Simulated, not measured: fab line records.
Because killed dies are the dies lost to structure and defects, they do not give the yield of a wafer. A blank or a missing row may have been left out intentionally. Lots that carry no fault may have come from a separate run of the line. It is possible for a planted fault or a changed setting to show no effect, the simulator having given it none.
One fault through the eyes of 2 desks -- flow n5_finfet -- every desk sees just its own numbers, and what lay behind them comes last

== THE TOOL OWNER'S DESK: rie_diel-01 ==
The tool's own readings at N5_BEOL_M6_TRENCH_ETCH_37 (etches SiCOH lowk in C4F6/O2, target depth 94.435 nm, time 31.5 s): means of the sampled wafers that have a number, for each lot that ran on this tool. A lot is out of limits, marked OUT, if its mean lies more than 4 standard deviations from the usual mean; the brackets give that distance.
Columns: A = drypump_motor_current_A at N5_BEOL_M6_TRENCH_ETCH_37, usual 5.9 A; B = mfc_ar_sccm at N5_BEOL_M6_TRENCH_ETCH_37, usual 299.9 sccm; C = oes_product_au at N5_BEOL_M6_TRENCH_ETCH_37, usual 0.79 a.u.; D = rf_vpp_V at N5_BEOL_M6_TRENCH_ETCH_37, usual 670 V; E = run_length_s at N5_BEOL_M6_TRENCH_ETCH_37, usual 54.6 s; F = showerhead_plenum_p_Torr at N5_BEOL_M6_TRENCH_ETCH_37, usual 2.84 Torr; G = throttle_valve_pct at N5_BEOL_M6_TRENCH_ETCH_37, usual 20.91 %
lot,first seen here,A,B,C,D,E,F,G
L727,day 8 16:35,6.3,299.1,0.78,671,54.4,2.86,21.28
L733,day 10 04:29,6.0,299.5,0.82,675,58.8 (+11) OUT,2.87,21.02
L738,day 11 17:28,6.2,299.9,0.85,676,57.5 (+7.4) OUT,2.94,20.84
L747,day 14 01:43,5.8,299.1,0.73,668,54.3,2.84,20.86
L749,day 14 15:40,5.9,300.4,0.71,667,54.7,2.82,21.00
This desk finds L733, L738 out of limits, L733 being first, at day 10 04:29 (run_length_s at N5_BEOL_M6_TRENCH_ETCH_37). In limits: L727, L747, L749.

== AT THE METROLOGY DESK ==
What the gauges read, lot by lot, whatever tool the lot ran on: means of the sampled wafers that have a number. A lot is out of limits, marked OUT, if its mean lies more than 4 standard deviations from the usual mean; the brackets give that distance. It has 27 readings, of which 7 appear: the earliest out of limits, and the ones furthest out on some lot.
Columns: A = trench_depth_nm at N5_BEOL_M6_OCD_MEAS_38, usual 94.4 nm; B = M6_THK at N5_BEOL_M6_THK_MEAS_53, usual 79.8 nm; C = M6_RS at N5_BEOL_M6_RS_MEAS_57, usual 0.285 ohm/sq; D = COMB_M15 at N5_BEOL_M15_RC_MEAS_101, usual 2.2e-12 S/m; E = COMB_M5 at N5_BEOL_M15_RC_MEAS_101, usual 3.6e-11 S/m; F = SERP_M6 at N5_BEOL_M15_RC_MEAS_101, usual 13.7 ohm/um; G = SERP_M6_max_site at N5_BEOL_M15_RC_MEAS_101, usual 14.3 ohm/um
lot,first seen here,A,B,C,D,E,F,G
L727,day 8 16:44,94.3,80.6,0.284,1.3e-12,5.2e-11,13.4,14.1
L733,day 10 04:39,109.0 (+11) OUT,94.0 (+8.9) OUT,0.237 (-7.2) OUT,2.3e-12,3.7e-11,11.6 (-5.2) OUT,12.0 (-5.5) OUT
L738,day 11 17:38,101.8 (+5.7) OUT,88.2 (+5.2) OUT,0.257 (-4.2) OUT,2.5e-12,4.2e-11,12.4,12.8
L740,day 11 18:14,93.8,78.1,0.291,1.6e-12,4.1e-11,13.8,14.6
L745,day 13 06:10,95.7,82.1,0.275,2.0e-12,3.2e-11,13.3,14.1
L747,day 14 01:52,93.4,79.1,0.287,3.0e-12,3.6e-11,13.7,14.3
L749,day 14 15:50,93.1,79.1,0.286,2.0e-12,3.0e-11,14.0,14.4
This desk finds L733, L738 out of limits, L733 being first, at day 10 04:39 (trench_depth_nm at N5_BEOL_M6_OCD_MEAS_38). In limits: L727, L740, L745, L747, L749.

== ALL TOGETHER ==
At day 10 04:29, on L733, L738, the tool owner's desk was in a position to raise an alarm.
At day 10 04:39 the metrology desk could have sounded an alarm, on L733, L738.
The lots listed all ran N5_BEOL_M6_TRENCH_ETCH_37 on rie_diel-01.

== WHAT THE SIMULATOR HAD INSERTED ==
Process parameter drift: rie_diel-01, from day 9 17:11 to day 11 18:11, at N5_BEOL_M6_TRENCH_ETCH_37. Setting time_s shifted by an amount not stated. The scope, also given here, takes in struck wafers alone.
Lots struck among those shown: L733, L738.
Delay (hours) between the fault's onset and each desk's first out-of-limits reading: 11 at the tool owner's desk, 11 at the metrology desk.
